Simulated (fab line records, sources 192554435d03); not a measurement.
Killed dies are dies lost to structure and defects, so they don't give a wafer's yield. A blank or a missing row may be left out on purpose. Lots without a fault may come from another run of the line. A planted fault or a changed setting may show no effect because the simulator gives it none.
Split-lot experiment | flow n5_finfet | 7 lots, 39 wafers read, on a route of 1938 steps

THE SPLIT
At N5_MOL_CONTACT_COAG_PRECLEAN_111 (cleans in NF3:NH3, afs cycles 1, time 20 s, sublimation time 60 s), the setting time_s was moved away from the recipe's 20 s on 15 of the 39 wafers read, by -39.6% to +49.8%. The other wafers ran this setting at the recipe's value.

FROM THE SPLIT TO THE READING: what the file shows between them, 4 steps
- N5_MOL_CONTACT_COAG_TI_SIL_19: material Ti, target thk 4.2 nm, time 15 s
- N5_MOL_CONTACT_COAG_ALD_20: deposits TiN, target thk 1.5 nm, pulse time 1 s, purge time 3 s
- N5_MOL_CONTACT_COAG_ALD_27: deposits SiOC, target thk 17 nm, pulse time 1.5 s, time 2720 s
- N5_MOL_CONTACT_COAG_CMP_28: polishes, stops on SiNx, t overpolish 0.85 s, target thk 14.522 nm

THE READING
MD_CAP_THK, in nm, at N5_MOL_CONTACT_COAG_THK_MEAS_29. Fault-free wafers of this fab line usually give 17.92 nm, standard deviation 0.072 nm.

wafer  | tool, chamber at the split | time_s as run, s | against the recipe | MD_CAP_THK, nm | against lot-mates on the recipe
L079.1 | remote_plasma-01, 0        | 20               | recipe             | 17.94          | -
L079.2 | remote_plasma-01, 0        | 29.96            | +49.8%             | 17.65          | -0.27
L079.3 | remote_plasma-01, 0        | 29.96            | +49.8%             | 17.61          | -0.31
L079.4 | remote_plasma-01, 0        | 29.96            | +49.8%             | 17.59          | -0.33
L079.5 | remote_plasma-01, 0        | 20               | recipe             | 17.95          | -
L079.6 | remote_plasma-01, 0        | 20               | recipe             | 17.88          | -
L081.1 | remote_plasma-02, 1        | 20               | recipe             | 18.02          | -
L081.2 | remote_plasma-02, 1        | 25.1             | +25.5%             | 17.83          | -0.16
L081.3 | remote_plasma-02, 1        | 25.1             | +25.5%             | 17.74          | -0.25
L081.4 | remote_plasma-02, 1        | 20               | recipe             | 18.02          | -
L081.5 | remote_plasma-02, 1        | 20               | recipe             | 17.94          | -
L081.6 | remote_plasma-02, 1        | 25.1             | +25.5%             | 17.93          | -0.06
L085.1 | remote_plasma-02, 0        | 20               | recipe             | 18.01          | -
L085.2 | remote_plasma-02, 0        | 20               | recipe             | 18.01          | -
L085.3 | remote_plasma-02, 0        | 20               | recipe             | 17.92          | -
L085.4 | remote_plasma-02, 0        | 20               | recipe             | 17.92          | -
L085.5 | remote_plasma-02, 0        | 20               | recipe             | 17.97          | -
L085.6 | remote_plasma-02, 0        | 20               | recipe             | 17.91          | -
L086.1 | remote_plasma-02, 0        | 12.07            | -39.6%             | 18.27          | +0.31
L086.2 | remote_plasma-02, 0        | 20               | recipe             | 17.89          | -
L086.3 | remote_plasma-02, 0        | 20               | recipe             | 17.93          | -
L086.4 | remote_plasma-02, 0        | 12.07            | -39.6%             | 18.21          | +0.25
L086.5 | remote_plasma-02, 0        | 20               | recipe             | 18.07          | -
L086.6 | remote_plasma-02, 0        | 12.07            | -39.6%             | 18.08          | +0.12
L087.1 | remote_plasma-02, 0        | 20               | recipe             | 17.95          | -
L087.2 | remote_plasma-02, 0        | 25.99            | +29.9%             | 17.64          | -0.26
L087.3 | remote_plasma-02, 0        | 25.99            | +29.9%             | 17.76          | -0.14
L087.4 | remote_plasma-02, 0        | 20               | recipe             | 17.92          | -
L087.5 | remote_plasma-02, 0        | 20               | recipe             | 17.84          | -
L087.6 | remote_plasma-02, 0        | 25.99            | +29.9%             | 17.70          | -0.20
L091.1 | remote_plasma-01, 0        | 26.09            | +30.4%             | 17.69          | -0.24
L091.2 | remote_plasma-01, 0        | 26.09            | +30.4%             | 17.76          | -0.17
L091.3 | remote_plasma-01, 0        | 20               | recipe             | 17.91          | -
L091.4 | remote_plasma-01, 0        | 20               | recipe             | 17.93          | -
L091.5 | remote_plasma-01, 0        | 20               | recipe             | 17.95          | -
L091.6 | remote_plasma-01, 0        | 26.09            | +30.4%             | 17.74          | -0.19
L094.1 | remote_plasma-02, 0        | 20               | recipe             | 17.91          | -
L094.3 | remote_plasma-02, 0        | 20               | recipe             | 17.90          | -
L094.4 | remote_plasma-02, 0        | 20               | recipe             | 17.86          | -

THE FIT
A straight line over all 39 wafers: MD_CAP_THK changes by -0.00644 nm for each +1% of time_s; r = -0.92; the points scatter about the line by 0.06 nm.
The same after taking each lot's own level away (the mean of its wafers on the recipe; 39 wafers): -0.00612 nm for each +1%; r = -0.93; scatter 0.051 nm.
On that fit, the largest move of time_s shifts the reading by 0.3 nm.
The lots' own levels span 17.890 to 17.993 nm, that is 1.4 times the standard deviation above.
So the lot-to-lot level changes the slope little: the two slopes agree.
Check: with one of the wafers moved furthest among these (+49.8%) left out of the fit, the line predicts -0.315 nm for it against its lot-mates. It came out at -0.273 nm against them.

OTHER SPLITS ON THESE WAFERS
These wafers also went through other splits before the reading. Each is held against what the fit with the lots' levels taken away leaves over:
other split on the same wafers          | wafers away from the commonest value | r with MD_CAP_THK (lot level and that fit taken away)
N5_ZERO_LAYER_DEVELOP_10 develop_time_s | 15                                   | +0.16
N5_FIN_SAQP_ETCH_65 time_s              | 15                                   | -0.08
N5_SD_EPI_P_EPI_21 time_s               | 12                                   | +0.33

THE WHOLE CHAIN: every reading that the file lists as answering this split, in the file's order
step                            | what it does                                           | reading                                                        | change (the file's fit)                | r (the file's)
N5_MOL_CONTACT_COAG_THK_MEAS_29 |                                                        | MD_CAP_THK                                                     | -0.00621 for each +1% of the setting   | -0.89
N5_MOL_CONTACT_COAG_ETCH_47     | etches SiNx in CH3F/O2, stops on W, target depth 27 nm | etch.depth_nm (the simulator's own value, which no gauge read) | -0.0056 nm for each +1% of the setting | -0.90

THE FILE'S OWN FIT
MD_CAP_THK changes by -0.00621 nm for each +1% of time_s, r = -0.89.
